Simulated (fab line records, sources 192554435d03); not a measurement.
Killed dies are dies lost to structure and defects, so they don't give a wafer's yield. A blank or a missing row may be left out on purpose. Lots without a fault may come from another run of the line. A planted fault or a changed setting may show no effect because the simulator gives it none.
Which tool did it? | flow n5_finfet | 12 lots, 35 wafers sampled, at 4 steps of a route of 1938

WHAT THE GAUGES READ, wafer by wafer
The record holds no reading of a measuring or inspecting step that can be judged against a usual standard deviation.

WHICH TOOL RAN EACH LOT (tool, then ch and the chambers of the sampled wafers, then the start)
lot  | N5_HKMG_FIN_ALD_79                 | N5_HKMG_FIN_CVD_62                      | N5_HKMG_FIN_COAT_30              | N5_HKMG_FIN_ETCH_32
L701 | ald_metal-02 ch 0,3, day 3 23:40   | thermal_cvd_si-01 ch 0,1,2, day 4 00:02 | litho_track-03 ch 0, day 4 01:13 | rie_diel-06 ch 2,3, day 4 01:46
L702 | ald_metal-03 ch 1,2,3, day 4 09:18 | thermal_cvd_si-02 ch 0,2, day 4 09:40   | litho_track-03 ch 0, day 4 10:52 | rie_diel-06 ch 1,2,3, day 4 11:25
L705 | ald_metal-03 ch 0,1,3, day 5 00:40 | thermal_cvd_si-02 ch 1,2, day 5 01:01   | litho_track-01 ch 0, day 5 02:13 | rie_diel-05 ch 0,2,3, day 5 02:46
L706 | ald_metal-04 ch 0,2, day 5 08:26   | thermal_cvd_si-02 ch 1,2, day 5 08:48   | litho_track-02 ch 0, day 5 09:59 | rie_diel-02 ch 1,3, day 5 10:25
L708 | ald_metal-04 ch 1,2,3, day 5 21:04 | thermal_cvd_si-02 ch 0,1, day 5 21:26   | litho_track-03 ch 0, day 5 22:40 | rie_diel-06 ch 0,2,3, day 5 23:16
L711 | ald_metal-02 ch 0,3, day 6 11:43   | thermal_cvd_si-01 ch 0,2, day 6 12:04   | litho_track-03 ch 0, day 6 13:20 | rie_diel-05 ch 0,1, day 6 13:52
L713 | ald_metal-02 ch 1,2, day 7 03:41   | thermal_cvd_si-01 ch 0,2, day 7 04:02   | litho_track-03 ch 0, day 7 05:14 | rie_diel-05 ch 2,3, day 7 05:46
L715 | ald_metal-03 ch 2,3, day 7 14:51   | thermal_cvd_si-01 ch 0,1, day 7 15:13   | litho_track-02 ch 0, day 7 16:30 | rie_diel-05 ch 0,3, day 7 17:02
L716 | ald_metal-03 ch 0,2, day 7 16:46   | thermal_cvd_si-01 ch 1,2, day 7 17:08   | litho_track-03 ch 0, day 7 18:26 | rie_diel-06 ch 1,2, day 7 18:58
L719 | ald_metal-03 ch 0,3, day 8 11:48   | thermal_cvd_si-02 ch 0,1,2, day 8 12:10 | litho_track-02 ch 0, day 8 13:32 | rie_diel-02 ch 1,2,3, day 8 14:04
L721 | ald_metal-03 ch 0,2, day 8 22:25   | thermal_cvd_si-02 ch 0,1,2, day 8 22:47 | litho_track-01 ch 0, day 9 00:01 | rie_diel-06 ch 1,2,3, day 9 00:40
L722 | ald_metal-02 ch 1,3, day 9 05:15   | thermal_cvd_si-01 ch 0,1, day 9 05:37   | litho_track-02 ch 0, day 9 06:49 | rie_diel-02 ch 0,1,2, day 9 07:21
- N5_HKMG_FIN_ALD_79: deposits TiN, target thk 1.5 nm, pulse time 1 s, purge time 3 s.
- N5_HKMG_FIN_CVD_62: deposits a-Si from Si2H6, target thk 3 nm, time 20.8 s.
- N5_HKMG_FIN_COAT_30: time 60 s, resist thk 35 nm.
- N5_HKMG_FIN_ETCH_32: etches SOC in N2/H2, target depth 240 nm, time 300 s.

WHAT THE TOOLS THEMSELVES READ (means of the sampled wafers that have a number; where no wafer has one, the mark that the record gives instead)
N5_HKMG_FIN_ALD_79. Usual: heater_power_w 879 W, standard deviation 100; precursor_pulse_height_rel 1.000, standard deviation 0.019.
lot  | tool         | heater_power_w (W) | precursor_pulse_height_rel | flag
L701 | ald_metal-02 | 879                | 1.001                      |
L702 | ald_metal-03 | 884                | 0.994                      |
L705 | ald_metal-03 | 956                | 0.991                      |
L706 | ald_metal-04 | 900                | 0.998                      |
L708 | ald_metal-04 | 795                | 0.976                      |
L711 | ald_metal-02 | 828                | 1.000                      |
L713 | ald_metal-02 | 784                | 0.998                      |
L715 | ald_metal-03 | 903                | 1.024                      |
L716 | ald_metal-03 | 970                | 1.018                      |
L719 | ald_metal-03 | 1023               | 1.001                      |
L721 | ald_metal-03 | 1001               | 1.017                      |
L722 | ald_metal-02 | 821                | 0.993                      |

N5_HKMG_FIN_CVD_62. Usual: heater_power_w 1368 W, standard deviation 69.
lot  | tool              | heater_power_w (W) | flag
L701 | thermal_cvd_si-01 | 1397               |
L702 | thermal_cvd_si-02 | 1307               |
L705 | thermal_cvd_si-02 | 1320               |
L706 | thermal_cvd_si-02 | 1351               |
L708 | thermal_cvd_si-02 | 1324               |
L711 | thermal_cvd_si-01 | 1425               |
L713 | thermal_cvd_si-01 | 1478               |
L715 | thermal_cvd_si-01 | 1433               |
L716 | thermal_cvd_si-01 | 1371               |
L719 | thermal_cvd_si-02 | 1313               |
L721 | thermal_cvd_si-02 | 1331               |
L722 | thermal_cvd_si-01 | 1419               |

N5_HKMG_FIN_COAT_30. Usual: chill_plate_temp_C 23.02 C, standard deviation 0.1; dispense_pressure_kPa 48.2 kPa, standard deviation 2.4; spin_speed_rpm 1499.9 rpm, standard deviation 1.
lot  | tool           | chill_plate_temp_C (C) | dispense_pressure_kPa (kPa) | spin_speed_rpm (rpm) | flag
L701 | litho_track-03 | 22.93                  | 48.2                        | 1500.7               |
L702 | litho_track-03 | 22.93                  | 48.3                        | 1500.1               |
L705 | litho_track-01 | 23.05                  | 44.7                        | 1499.6               |
L706 | litho_track-02 | 22.95                  | 51.2                        | 1500.9               |
L708 | litho_track-03 | 23.00                  | 48.3                        | 1499.4               |
L711 | litho_track-03 | 22.90                  | 48.3                        | 1500.0               |
L713 | litho_track-03 | 23.05                  | 48.3                        | 1400.3               | OFF
L715 | litho_track-02 | 22.99                  | 51.2                        | 1500.0               |
L716 | litho_track-03 | 23.11                  | 48.2                        | 1399.5               | OFF
L719 | litho_track-02 | 23.07                  | 51.3                        | 1498.8               |
L721 | litho_track-01 | 23.09                  | 44.7                        | 1500.9               |
L722 | litho_track-02 | 23.13                  | 51.2                        | 1499.1               |

N5_HKMG_FIN_ETCH_32. Usual: drypump_motor_current_A 5.7 A, standard deviation 0.42; oes_product_au 0.78 a.u., standard deviation 0.097; rf_vpp_V 524.2 V, standard deviation 1.6; showerhead_plenum_p_Torr 2.55 Torr, standard deviation 0.057; throttle_valve_pct 17.85 %, standard deviation 0.14.
lot  | tool        | drypump_motor_current_A (A) | oes_product_au (a.u.) | rf_vpp_V (V) | showerhead_plenum_p_Torr (Torr) | throttle_valve_pct (%) | flag
L701 | rie_diel-06 | 6.1                         | 0.75                  | 522.8        | 2.52                            | 17.78                  |
L702 | rie_diel-06 | 6.0                         | 0.80                  | 524.8        | 2.56                            | 17.74                  |
L705 | rie_diel-05 | 5.7                         | 0.79                  | 524.3        | 2.56                            | 17.85                  |
L706 | rie_diel-02 | 5.9                         | 0.68                  | 521.2        | 2.42                            | 17.88                  |
L708 | rie_diel-06 | 6.0                         | 0.79                  | 523.9        | 2.54                            | 17.79                  |
L711 | rie_diel-05 | 5.7                         | 0.74                  | 524.7        | 2.54                            | 18.02                  |
L713 | rie_diel-05 | 5.4                         | 0.76                  | 523.9        | 2.55                            | 17.84                  |
L715 | rie_diel-05 | 5.9                         | 0.78                  | 524.3        | 2.56                            | 17.92                  |
L716 | rie_diel-06 | 6.0                         | 0.79                  | 524.2        | 2.56                            | 17.79                  |
L719 | rie_diel-02 | 5.7                         | 0.82                  | 525.7        | 2.59                            | 17.70                  |
L721 | rie_diel-06 | 5.9                         | 0.76                  | 523.8        | 2.54                            | 17.79                  |
L722 | rie_diel-02 | 5.3                         | 0.73                  | 524.2        | 2.56                            | 17.94                  |

THE ANSWER, worked out from the rows above alone
Rule: a lot is off if the mean of its wafers that have a number lies more than 3 standard deviations from the usual mean. A lot without any number at a reading at which 4 lots or more have one is off too. The other lots that the step has rows for count as sound. The gauges are gone through in route order, then the tools' own readings, and for those a lot's mean is taken as printed above. The first step at which some lot is off is used, and at that step the reading that is off furthest; a lot without a number counts as furthest.
Off: L713, L716, at N5_HKMG_FIN_COAT_30 (spin_speed_rpm).
A tool fits if, at that step or a process step before it, it ran every lot that is off, and no sound lot after the first of them. One fits: litho_track-03 at N5_HKMG_FIN_COAT_30. Its last sound lot is L711 (day 6 13:20), its first lot that is off L713 (day 7 05:14): a fault that began between those two fits.
The tool's own readings at N5_HKMG_FIN_COAT_30 bear it out: on the lots that are off they differ by more than 5 times the standard deviation of the sound lots' means. spin_speed_rpm reads 1399.9 rpm there against 1500.0 rpm on the sound lots.

WHAT THE SIMULATOR HAD PUT IN
Process parameter drift: litho_track-03, from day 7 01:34 on, at N5_HKMG_FIN_COAT_30. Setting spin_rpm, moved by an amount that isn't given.
Lots struck among those shown: L713, L716. The rule above found the same.
